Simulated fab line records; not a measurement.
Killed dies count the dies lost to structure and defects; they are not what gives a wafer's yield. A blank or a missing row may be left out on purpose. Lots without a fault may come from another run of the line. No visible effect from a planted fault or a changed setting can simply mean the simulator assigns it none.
Comparing a struck lot with a sound one + flow n5Finfet + 14 steps out of a route of 1938
Sound: these wafers, L568.1, L568.3, L568.6. Wafers struck: L578.4, L578.5, L578.6. The cause is named last.
Each step with rows lists, per side, the tool, then ch with its chambers, then its first start. Under that, the readings that differ: sound wafers + struck wafers + difference of the means + sigmas: that difference in standard deviations of wafers without a fault.
alike: same words and numbers on both sides, and readings whose means sit less than 2 such deviations apart. not compared: any withheld reading, any reading some wafer has no value for, any bound like >300 that may hide the same value, and any number with overlapping values for which the record gives no deviation.
Wherever a step has rows on one side only, a row that says differs or no value, or a row with sigmas, the two part there. When numbers do not overlap yet have no deviation, they are printed without sigmas and do not part them. Lack of a reading on every wafer of one side parts them only where that side has two or more wafers.

N5_FIN_SAQP_THK_MEAS_05:
  sound: filmMetro-02 at day 1 20:56; struck: filmMetro-02 at day 4 08:43
  alike: thkNm
N5_FIN_SAQP_PECVD_47: deposits a-Si from SiH4/He, target thk 45 nm, time 36.3 s.
  sound on pecvd-04 ch 1,2, day 1 20:58; struck on pecvd-01 ch 0,1,2, day 4 08:47
| reading                      | sound          | struck         | difference | sigmas |
|------------------------------|----------------|----------------|------------|--------|
| showerheadPlenumPTorr (Torr) | 5.60 5.61 5.61 | 5.65 5.70 5.67 | +0.07      | +2     |
  alike: heaterPowerW, susceptorTempC, throttleValvePct
N5_FIN_SAQP_PECVD_48: deposits SiNx from SiH4/NH3/N2, target thk 25 nm, time 22.1 s.
  sound on pecvd-04 ch 1,2, day 1 21:01; struck on pecvd-01 ch 0,1,2, day 4 08:49
| reading                      | sound          | struck         | difference | sigmas |
|------------------------------|----------------|----------------|------------|--------|
| showerheadPlenumPTorr (Torr) | 5.05 5.07 5.08 | 5.11 5.18 5.17 | +0.09      | +2     |
  alike: heaterPowerW, susceptorTempC, throttleValvePct
N5_FIN_SAQP_PECVD_06: deposits a-Si from SiH4/He, target thk 60 nm, time 48.1 s.
  sound on pecvd-04 ch 1,2, day 1 21:03; struck on pecvd-01 ch 0,1,2, day 4 08:52
| reading                      | sound          | struck         | difference | sigmas |
|------------------------------|----------------|----------------|------------|--------|
| showerheadPlenumPTorr (Torr) | 5.59 5.62 5.61 | 5.65 5.71 5.68 | +0.07      | +2     |
  alike: heaterPowerW, susceptorTempC, throttleValvePct
N5_FIN_SAQP_THK_MEAS_07:
  sound: filmMetro-01 at day 1 21:08; struck: filmMetro-02 at day 4 08:56
  alike: thkNm
N5_FIN_SAQP_HM_DEP_72: deposits SiO2 from SiH4/N2O, target thk 12 nm, time 7.2 s.
  sound on pecvd-04 ch 0,2, day 1 21:11; struck on pecvd-04 ch 0,1,2, day 4 08:59
  alike: heaterPowerW, showerheadPlenumPTorr, susceptorTempC
then, 6 steps without rows for these wafers: N5_FIN_SAQP_COAT_49 (time 60 s, resist thk 100 nm); N5_FIN_SAQP_COAT_50 (time 60 s, resist thk 35 nm); N5_FIN_SAQP_COAT_10 (resist thk 90 nm); N5_FIN_SAQP_EBR_12; N5_FIN_SAQP_SOFTBAKE_11 (time 60 s); N5_FIN_SAQP_EXPOSE_13 (exposes mask FIN CORE, target cd 35.6 nm).
N5_FIN_SAQP_PEB_14: peb time 60 s.
  struck on lithoTrack-01, day 4 09:13; sound on lithoTrack-05 ch 0, day 1 21:34
  no value came back on the struck wafers for chillPlateTempC (C), exhaustPa (Pa); on the sound wafers chillPlateTempC (C) reads 23.04 23.14 23.01
then, 1 step without rows for these wafers: N5_FIN_SAQP_DEVELOP_15 (develop time 30 s).

WHERE THEY PART
First at N5_FIN_SAQP_PECVD_47; last, within this record, at N5_FIN_SAQP_PEB_14.

WHY: what the simulator had put in
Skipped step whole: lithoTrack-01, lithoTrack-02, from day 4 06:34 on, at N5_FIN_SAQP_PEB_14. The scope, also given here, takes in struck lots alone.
